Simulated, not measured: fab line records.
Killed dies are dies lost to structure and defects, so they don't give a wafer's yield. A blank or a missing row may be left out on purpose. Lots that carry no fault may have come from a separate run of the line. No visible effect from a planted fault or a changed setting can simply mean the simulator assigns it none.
fab line records -- flow nand_harc
[record] lots = 14, wafers = 42, last_day = 33
route steps=1302 shown P_STI@73 A_BONDPAD@1226 HYBRID_BOND@1242 END@1302
lots with no fault: from the same line, run without faults
start_h: hours from the record's first day to the start of the lot's first wafer shown -- wait_h: hours from the lot's prior step to this one -- " as in the row above -- L1.1+2: one row covering several wafers at once -- - either no value or no given start -- * or withheld: withheld -- < > ~ a bound
route shown NAME@n: names a module that has steps shown in the file, with the first one's number in the route -- usual: mean/standard deviation taken from wafers without a fault -- same: alike in all rows -- chamber/n: place in a boat -- sites: per-site readings -- _std_site: standard deviation of those values -- _edge_site: mean of outer sites minus mean of inner sites -- radius_mm: how far each site lies from the wafer's centre -- mask NAME#n: copy n -- behind: the tool/chamber that last shaped the wafer -- hold: what put the lot on hold/how long, in hours/how the hold closed -- device: the n, p or np transistor that did not switch -- end of line: the route-end tests of the same wafers -- a step with no rows: only its recipe -- killed: count of dies lost to structure and defects at first sort (not the wafer's yield) -- map: dies across one wafer; x = killed, . = not, _ = none there
set.NAME: the setting as run; set.NAME@STEP: as run at that earlier step -- model.NAME: the simulator's own value behind a step, which no gauge read
steps of the route over a sample of lots; a table a step, a row a wafer
services: when a tool's chamber went out of use (start_h, in hours from the record's first day, below 0 if earlier), for how many hours, and the reason
[[steps]]
[step NHARC_P_STI_HM_DEP_30]
[recipe] target_thk_a = 800, temp_c = 790, pressure_mtorr = 300, time_s = 873, material = Si3N4
[usual] spike_tc_lower_C = 791.2/1.2, spike_tc_upper_C = 790.3/1.3, zone_power_lower_pct = 12.6/1
lot.wafer,tool,chamber,start_h,wait_h,spike_tc_lower_C,spike_tc_upper_C,zone_power_lower_pct
L531.4,lpcvd-02,0,40.48,5.1,792.7,788.2,12.0
L531.5,lpcvd-02,0,40.48,5.1,790.7,788.8,11.8
L531.6,lpcvd-02,0,40.48,5.1,792.2,790.6,12.0
L532.3,lpcvd-02,1,52.11,3.5,788.2,791.6,11.9
L532.4,lpcvd-02,1,52.11,3.5,790.4,791.3,11.5
L532.6,lpcvd-02,1,52.11,3.5,790.0,790.5,11.7
L533.1,lpcvd-02,0,62.09,3.5,790.4,789.2,12.0
L533.2,lpcvd-02,0,62.09,3.5,790.9,790.7,11.9
L533.6,lpcvd-02,0,62.09,3.5,791.5,788.9,11.9
L535.3,lpcvd-02,0,83.23,3.5,791.7,790.0,12.2
L535.4,lpcvd-02,0,83.23,3.5,792.4,789.5,12.1
L535.5,lpcvd-02,0,83.23,3.5,792.2,788.7,12.1
L536.2,lpcvd-02,0,88.66,3.5,792.6,788.4,11.8
L536.4,lpcvd-02,0,88.66,3.5,790.3,787.2,12.0
L536.5,lpcvd-02,0,88.66,3.5,791.4,788.6,11.8
L537.1,lpcvd-02,0,98.07,3.5,793.3,789.2,12.0
L537.2,lpcvd-02,0,98.07,3.5,789.0,791.1,12.0
L537.3,lpcvd-02,0,98.07,3.5,792.6,789.5,12.1
L538.1,lpcvd-02,1,107.91,3.5,790.3,790.0,11.9
L538.3,lpcvd-02,1,107.91,3.5,791.0,788.8,11.9
L538.5,lpcvd-02,1,107.91,3.5,790.9,792.3,11.7
L540.3,lpcvd-01,1,128.13,3.5,790.2,790.7,13.2
L540.4,lpcvd-01,1,128.13,3.5,789.8,792.6,13.2
L540.6,lpcvd-01,1,128.13,3.5,791.2,789.0,13.4
L541.2,lpcvd-02,0,138.79,3.5,792.7,789.0,11.8
L541.4,lpcvd-02,0,138.79,3.5,791.3,789.6,11.9
L541.6,lpcvd-02,0,138.79,3.5,792.1,790.2,11.8
L542.2,lpcvd-02,1,148.41,3.5,789.5,790.6,11.7
L542.5,lpcvd-02,1,148.41,3.5,789.2,792.3,11.9
L542.6,lpcvd-02,1,148.41,3.5,788.8,789.7,11.8
L543.1,lpcvd-02,1,158.54,3.5,788.7,792.4,11.5
L543.2,lpcvd-02,1,158.54,3.5,789.3,790.6,11.7
L543.4,lpcvd-02,1,158.54,3.5,791.5,788.1,11.7
L544.3,lpcvd-02,1,168.31,3.5,787.8,792.1,11.8
L544.5,lpcvd-02,1,168.31,3.5,789.5,793.0,11.6
L544.6,lpcvd-02,1,168.31,3.5,791.4,790.7,11.6
L553.2,lpcvd-02,1,258.91,3.5,790.7,791.0,11.7
L553.5,lpcvd-02,1,258.91,3.5,791.2,791.3,11.8
L553.6,lpcvd-02,1,258.91,3.5,788.6,791.1,11.5
L554.2,lpcvd-01,0,268.22,3.5,791.7,790.3,14.3
L554.3,lpcvd-01,0,268.22,3.5,793.0,791.3,14.0
L554.5,lpcvd-01,0,268.22,3.5,791.3,790.4,14.2
[step NHARC_A_BONDPAD_PRE_CLEAN_26]
[recipe] time_s = 30, temp_c = 280, gas = H2/He
[usual] heater_power_w = 412/35
lot.wafer,tool,chamber,start_h,wait_h,heater_power_w
L531.4,pvd_sputter-01,-,-,-,442
L531.5,pvd_sputter-01,-,-,-,429
L531.6,pvd_sputter-01,-,-,-,327
L533.1,pvd_sputter-01,-,-,-,432
L533.2,pvd_sputter-01,-,-,-,311
L533.6,pvd_sputter-01,-,-,-,330
L532.4,pvd_sputter-03,-,-,-,383
L532.3,pvd_sputter-03,-,-,-,436
L532.6,pvd_sputter-03,-,-,-,422
L535.4,pvd_sputter-03,-,-,-,458
L535.3,pvd_sputter-03,-,-,-,388
L535.5,pvd_sputter-03,-,-,-,437
L536.2,pvd_sputter-02,-,-,-,404
L536.4,pvd_sputter-02,-,-,-,398
L536.5,pvd_sputter-02,-,-,-,440
L537.3,pvd_sputter-02,-,-,-,414
L537.1,pvd_sputter-02,-,-,-,453
L537.2,pvd_sputter-02,-,-,-,407
L538.1,pvd_sputter-02,-,-,-,436
L538.3,pvd_sputter-02,-,-,-,401
L538.5,pvd_sputter-02,-,-,-,461
L542.2,pvd_sputter-02,-,-,-,415
L542.6,pvd_sputter-02,-,-,-,416
L542.5,pvd_sputter-02,-,-,-,448
L541.2,pvd_sputter-02,-,-,-,412
L541.4,pvd_sputter-02,-,-,-,448
L541.6,pvd_sputter-02,-,-,-,452
L540.3,pvd_sputter-03,-,-,-,437
L540.4,pvd_sputter-03,-,-,-,438
L540.6,pvd_sputter-03,-,-,-,444
L553.2,pvd_sputter-03,-,-,-,412
L553.6,pvd_sputter-03,-,-,-,383
L553.5,pvd_sputter-03,-,-,-,398
L554.3,pvd_sputter-03,-,-,-,413
L554.2,pvd_sputter-03,-,-,-,458
L554.5,pvd_sputter-03,-,-,-,471
[step NHARC_HYBRID_BOND_OVL_MEAS_05]
[usual] overlay_x_nm = 0/31, overlay_y_nm = -2/34
lot.wafer,tool,chamber,start_h,wait_h,overlay_x_nm,overlay_y_nm
L531.4,overlay-01,-,551.92,0.4,-11,-36
L531.5,overlay-01,-,551.92,0.4,35,34
L531.6,overlay-01,-,551.92,0.4,-72,28
L533.1,overlay-02,-,569.34,0.4,26,-34
L533.2,overlay-02,-,569.34,0.4,15,-21
L533.6,overlay-02,-,569.34,0.4,-3,18
L532.3,overlay-01,-,569.35,0.4,51,-30
L532.4,overlay-01,-,569.35,0.4,14,14
L532.6,overlay-01,-,569.35,0.4,-69,-31
L535.3,overlay-02,-,581.71,0.4,-18,-25
L535.4,overlay-02,-,581.71,0.4,-8,-4
L535.5,overlay-02,-,581.71,0.4,7,-29
L537.1,overlay-02,-,586.26,0.4,53,-38
L537.2,overlay-02,-,586.26,0.4,-20,-2
L537.3,overlay-02,-,586.26,0.4,19,-36
L536.2,overlay-01,-,586.26,0.4,39,0
L536.4,overlay-01,-,586.26,0.4,21,-59
L536.5,overlay-01,-,586.26,0.4,18,5
L538.1,overlay-02,-,616.96,0.4,-49,-42
L538.3,overlay-02,-,616.96,0.4,-40,5
L538.5,overlay-02,-,616.96,0.4,19,-30
L542.2,overlay-01,-,641.92,0.4,-39,26
L542.5,overlay-01,-,641.92,0.4,13,80
L542.6,overlay-01,-,641.92,0.4,-28,27
L541.2,overlay-02,-,641.94,0.4,-6,-2
L541.4,overlay-02,-,641.94,0.4,-28,-27
L541.6,overlay-02,-,641.94,0.4,21,31
L540.3,overlay-02,-,655.38,0.4,10,15
L540.4,overlay-02,-,655.38,0.4,-37,-35
L540.6,overlay-02,-,655.38,0.4,12,-23
L553.2,overlay-01,-,770.43,0.4,29,-17
L553.5,overlay-01,-,770.43,0.4,28,37
L553.6,overlay-01,-,770.43,0.4,21,-30
L554.2,overlay-02,-,770.43,0.4,-14,-28
L554.3,overlay-02,-,770.43,0.4,54,10
L554.5,overlay-02,-,770.43,0.4,-13,-71
[step NHARC_HYBRID_BOND_INSPECT_06]
[recipe] inspect_instrument = ir_void
[usual] raw_defect_count = 88/41
lot.wafer,tool,chamber,start_h,wait_h,raw_defect_count
L531.4,defect_inspect-01,-,551.98,0.1,57
L531.5,defect_inspect-01,-,551.98,0.1,71
L531.6,defect_inspect-01,-,551.98,0.1,66
L533.1,defect_inspect-01,-,569.40,0.0,23
L533.2,defect_inspect-01,-,569.40,0.0,26
L533.6,defect_inspect-01,-,569.40,0.0,27
L532.3,defect_inspect-02,-,569.40,0.1,129
L532.4,defect_inspect-02,-,569.40,0.1,140
L532.6,defect_inspect-02,-,569.40,0.1,139
L535.3,defect_inspect-02,-,581.76,0.1,68
L535.4,defect_inspect-02,-,581.76,0.1,81
L535.5,defect_inspect-02,-,581.76,0.1,71
L537.1,defect_inspect-01,-,586.31,0.0,30
L537.2,defect_inspect-01,-,586.31,0.0,39
L537.3,defect_inspect-01,-,586.31,0.0,31
L536.2,defect_inspect-02,-,586.31,0.1,137
L536.4,defect_inspect-02,-,586.31,0.1,163
L536.5,defect_inspect-02,-,586.31,0.1,143
L538.1,defect_inspect-02,-,617.01,0.0,105
L538.3,defect_inspect-02,-,617.01,0.0,122
L538.5,defect_inspect-02,-,617.01,0.0,122
L542.2,defect_inspect-01,-,641.97,0.1,140
L542.5,defect_inspect-01,-,641.97,0.1,125
L542.6,defect_inspect-01,-,641.97,0.1,129
L541.2,defect_inspect-02,-,641.99,0.1,35
L541.4,defect_inspect-02,-,641.99,0.1,35
L541.6,defect_inspect-02,-,641.99,0.1,42
L540.3,defect_inspect-02,-,655.43,0.1,125
L540.4,defect_inspect-02,-,655.43,0.1,130
L540.6,defect_inspect-02,-,655.43,0.1,147
L554.2,defect_inspect-02,-,770.49,0.1,146
L554.3,defect_inspect-02,-,770.49,0.1,149
L554.5,defect_inspect-02,-,770.49,0.1,149
L553.2,defect_inspect-01,-,770.49,0.1,45
L553.5,defect_inspect-01,-,770.49,0.1,42
L553.6,defect_inspect-01,-,770.49,0.1,55
[step NHARC_END_SORT_01]
[recipe] temp_c = 25
[usual] killed_at_array = 54/21, killed_at_other = 1.0/1.2, killed_at_periphery = 3.6/2.6, killed_dies = 58/20, killed_open = 3.3/1.9, killed_short = 2.6/1.5
[same] gross_dies = 677
lot.wafer,tool,chamber,start_h,wait_h,killed_at_array,killed_at_other,killed_at_periphery,killed_dies,killed_open,killed_short
L543.1,prober-02,0,687.41,2.5,20,0,657,677,3,0
L543.2,prober-02,0,688.22,2.8,24,1,652,677,2,3
L543.4,prober-02,0,689.84,3.4,22,0,655,677,6,5
L544.3,prober-01,0,689.10,3.1,28,0,649,677,4,0
L544.5,prober-01,0,690.70,3.7,37,0,640,677,3,1
L544.6,prober-01,0,691.50,4.0,25,1,651,677,2,1
// killed by level:class
L543.1 P_STI:area_dep=654 A_STAIRCASE:chamber_film_flake=4 A_WL_FILL:chamber_film_flake=4 A_CHANNEL_HOLE_D1:chamber_film_flake=3 A_CHANNEL_FILL_D2:chamber_film_flake=3 P_STI:chamber_film_flake=2 P_M0:geometric_particle:open=1 A_WL_FILL:geometric_particle:open=1
L543.2 P_STI:area_dep=644 P_GATE:chamber_film_flake=6 A_CHANNEL_HOLE_D1:chamber_film_flake=6 A_CONTACT:chamber_film_flake=3 P_STI:chamber_film_flake=2 A_CHANNEL_HOLE_D2:chamber_film_flake=2 A_CHANNEL_FILL_D2:chamber_film_flake=2 A_WL_FILL:chamber_film_flake=2
L544.3 P_STI:area_dep=639 A_STAIRCASE:chamber_film_flake=10 P_GATE:chamber_film_flake=6 A_CHANNEL_HOLE_D1:chamber_film_flake=4 A_SLIT:chamber_film_flake=4 P_CONTACT:chamber_film_flake=2 A_CHANNEL_FILL_D1:chamber_film_flake=2 A_CHANNEL_FILL_D2:chamber_film_flake=2
L543.4 P_STI:area_dep=649 A_WL_FILL:chamber_film_flake=5 A_ONON_D2:geometric_particle:short=3 P_GATE:chamber_film_flake=3 A_CHANNEL_HOLE_D1:chamber_film_flake=3 A_SLIT:chamber_film_flake=3 P_CONTACT:geometric_particle:open=2 P_M1:geometric_particle:short=1
L544.5 P_STI:area_dep=636 A_CHANNEL_HOLE_D1:chamber_film_flake=9 A_SLIT:chamber_film_flake=7 A_STAIRCASE:chamber_film_flake=6 A_CHANNEL_FILL_D2:chamber_film_flake=5 A_CONTACT:chamber_film_flake=4 P_GATE:chamber_film_flake=3 A_WL_FILL:chamber_film_flake=2
L544.6 P_STI:area_dep=648 A_CHANNEL_HOLE_D1:chamber_film_flake=6 A_STAIRCASE:chamber_film_flake=5 A_CHANNEL_FILL_D2:chamber_film_flake=3 A_SLIT:chamber_film_flake=3 A_CONTACT:chamber_film_flake=3 A_ONON_D1:geometric_particle:open=2 A_ZERO_WELL:chamber_film_flake=2
[[services]]
tool,chamber,start_h,hours,kind
pvd_sputter-02,-,21.66,1.4,repair
pvd_sputter-03,-,51.12,14.2,repair
pvd_sputter-02,-,72.02,27.3,repair
pvd_sputter-02,-,104.00,10.0,pm
pvd_sputter-03,-,126.10,9.1,repair
pvd_sputter-03,-,155.52,1.9,repair
pvd_sputter-03,-,170.09,10.0,pm
pvd_sputter-02,-,207.09,5.4,repair
pvd_sputter-03,-,258.28,1.3,repair
pvd_sputter-02,-,265.04,3.3,repair
lpcvd-02,-,267.09,4.9,repair
pvd_sputter-02,-,282.00,10.0,pm
pvd_sputter-03,-,282.44,12.2,repair
pvd_sputter-03,-,348.09,10.0,pm
lpcvd-02,-,386.66,26.0,pm
lpcvd-02,-,456.32,3.3,repair
pvd_sputter-02,-,460.00,10.0,pm
pvd_sputter-03,-,476.98,2.1,repair
pvd_sputter-03,-,483.41,1.7,repair
pvd_sputter-03,-,526.09,10.0,pm
pvd_sputter-02,-,638.00,10.0,pm
pvd_sputter-03,-,704.09,10.0,pm
pvd_sputter-02,-,708.94,1.9,repair
pvd_sputter-02,-,739.53,3.7,repair
[[key]]
[first_sign] step = NHARC_END_SORT_01, reading = killed_at_periphery, direction = up, sigmas = 99+, usual = 3.6, struck = 650.7
[effect] step = NHARC_END_SORT_01, reading = killed_dies, direction = up, sigmas = 30, usual = 58, struck = 677
[more_kills_born_at] NHARC_P_STI_HM_DEP_30@lpcvd-02 = 3870
met_at NHARC_P_STI_HM_DEP_30
struck_lots L543,L544
later_rows_left_out L543.1,L543.2,L543.4,L544.3,L544.5,L544.6
tester_left_out L543,L544
not_acting_at NHARC_A_BONDPAD_PRE_CLEAN_26,NHARC_HYBRID_BOND_OVL_MEAS_05,NHARC_HYBRID_BOND_INSPECT_06
[fault] kind = process_parameter_drift, tool = lpcvd-02, chamber = -, onset_h = 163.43, steps = NHARC_P_STI_HM_DEP_30, channel = target_thk_a, offset = *, shape = step, end_h = 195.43, acts_in = *, stated = *
// tester_left_out: of these lots the tester's yield and bins aren't shown, on N5 and GAA mostly nor the transistor test; their killed dies are dies lost to structure and defects alone, not to doping, threshold or leakage, so they don't give the yield
// later_rows_left_out: the simulator's readings of these wafers behind a module that went badly wrong aren't trusted and aren't shown, but for the sort
